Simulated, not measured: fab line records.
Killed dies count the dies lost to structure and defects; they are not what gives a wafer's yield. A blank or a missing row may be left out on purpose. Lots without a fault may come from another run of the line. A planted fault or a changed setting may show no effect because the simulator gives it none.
Split-lot trial ; flow n5Finfet ; 7 lots, 21 wafers read, on a route of 1938 steps

## ABOUT THE SPLIT
At N5_MOL_CONTACT_COAG_COAT_64 (time 60 s, resist thk 10 nm), the setting spinRpm was moved away from the recipe's 1500 rpm on 7 of the 21 wafers read, by -8.6% to +5.1%. This setting was run at the recipe's value on the other wafers.

## FROM THE SPLIT TO THE READING: what the file shows between them, 4 steps
- N5_MOL_CONTACT_COAG_COAT_34: resist thk 40 nm
- N5_MOL_CONTACT_COAG_EBR_36
- N5_MOL_CONTACT_COAG_DESCUM_45: chemistry O2, time 7 s
- N5_MOL_CONTACT_COAG_ETCH_65: etches underlayer in N2/H2, target depth 13 nm, time 10.4 s

## THE READING
CAR-EUV_of_MOL_CONTACT_COAG_COAT_34.thkNm (the simulator's own value, which no gauge read), in nm, at N5_MOL_CONTACT_COAG_ETCH_66 (etches SiARC in CF4, target depth 13 nm, time 21.7 s). No usual value for it is given in the file. The 14 wafers here that ran the recipe average 17.0 nm, standard deviation 0.12 nm.

wafer;tool, chamber at the split;spinRpm as run, rpm;against the recipe;CAR-EUV_of_MOL_CONTACT_COAG_COAT_34.thkNm, nm;against lot-mates on the recipe
L074.1;lithoTrack-04, 0;1500;recipe;16.8;-
L074.2;lithoTrack-04, 0;1500;recipe;16.8;-
L074.3;lithoTrack-04, 0;1500;recipe;16.8;-
L077.3;lithoTrack-05, 0;1500;recipe;17;-
L077.4;lithoTrack-05, 0;1371;-8.6%;16.4;-0.6
L077.5;lithoTrack-05, 0;1371;-8.6%;16.4;-0.6
L078.2;lithoTrack-04, 0;1576;+5.1%;17.4;+0.2
L078.4;lithoTrack-04, 0;1576;+5.1%;17.4;+0.2
L078.5;lithoTrack-04, 0;1500;recipe;17.2;-
L081.3;lithoTrack-01, 0;1500;recipe;17;-
L081.4;lithoTrack-01, 0;1500;recipe;17;-
L081.5;lithoTrack-01, 0;1500;recipe;17;-
L084.1;lithoTrack-04, 0;1500;recipe;17;-
L084.4;lithoTrack-04, 0;1500;recipe;17;-
L084.5;lithoTrack-04, 0;1500;recipe;17;-
L087.1;lithoTrack-04, 0;1500;recipe;17;-
L087.3;lithoTrack-04, 0;1432;-4.5%;16.8;-0.2
L087.4;lithoTrack-04, 0;1432;-4.5%;16.8;-0.2
L094.3;lithoTrack-01, 0;1500;recipe;17.2;-
L094.4;lithoTrack-01, 0;1500;recipe;17;-
L094.6;lithoTrack-01, 0;1575;+5.0%;17.4;+0.3

FIT RESULTS
A straight line over all 21 wafers: CAR-EUV_of_MOL_CONTACT_COAG_COAT_34.thkNm changes by +0.0689 nm for each +1% of spinRpm; r = +0.92; the points scatter about the line by 0.11 nm.
The same after taking each lot's own level away (the mean of its wafers on the recipe; 21 wafers): +0.0585 nm for each +1%; r = +0.97; scatter 0.058 nm.
On that fit, the largest move of spinRpm shifts the reading by 0.5 nm.
The lots' own levels span 16.80 to 17.20 nm, that is 3.4 times the standard deviation above.
Thus the slope moves with the lot-to-lot level: the two fits are different.
Check: -0.479 nm against its lot-mates is what the line predicts for one of the wafers moved furthest among these (-8.6%) when that wafer is left out of the fit. It came out at -0.6 nm against them.

## THE WHOLE CHAIN: every reading that the file lists as answering this split, in the file's order
step;what it does;reading;change (the file's fit);r (the file's)
N5_MOL_CONTACT_COAG_COAT_64;time 60 s, resist thk 10 nm;underlayer_of_MOL_CONTACT_COAG_COAT_64.thkNm (the simulator's own value, which no gauge read);-0.0438 nm for each +1% of the setting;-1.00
N5_MOL_CONTACT_COAG_ETCH_65;etches underlayer in N2/H2, target depth 13 nm, time 10.4 s;etch.depthNm (the simulator's own value, which no gauge read);-0.05 nm for each +1% of the setting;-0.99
N5_MOL_CONTACT_COAG_ETCH_66;etches SiARC in CF4, target depth 13 nm, time 21.7 s;CAR-EUV_of_MOL_CONTACT_COAG_COAT_34.thkNm (the simulator's own value, which no gauge read);+0.0591 nm for each +1% of the setting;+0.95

## THE FILE'S OWN FIT
CAR-EUV_of_MOL_CONTACT_COAG_COAT_34.thkNm changes by +0.0591 nm for each +1% of spinRpm, r = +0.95.
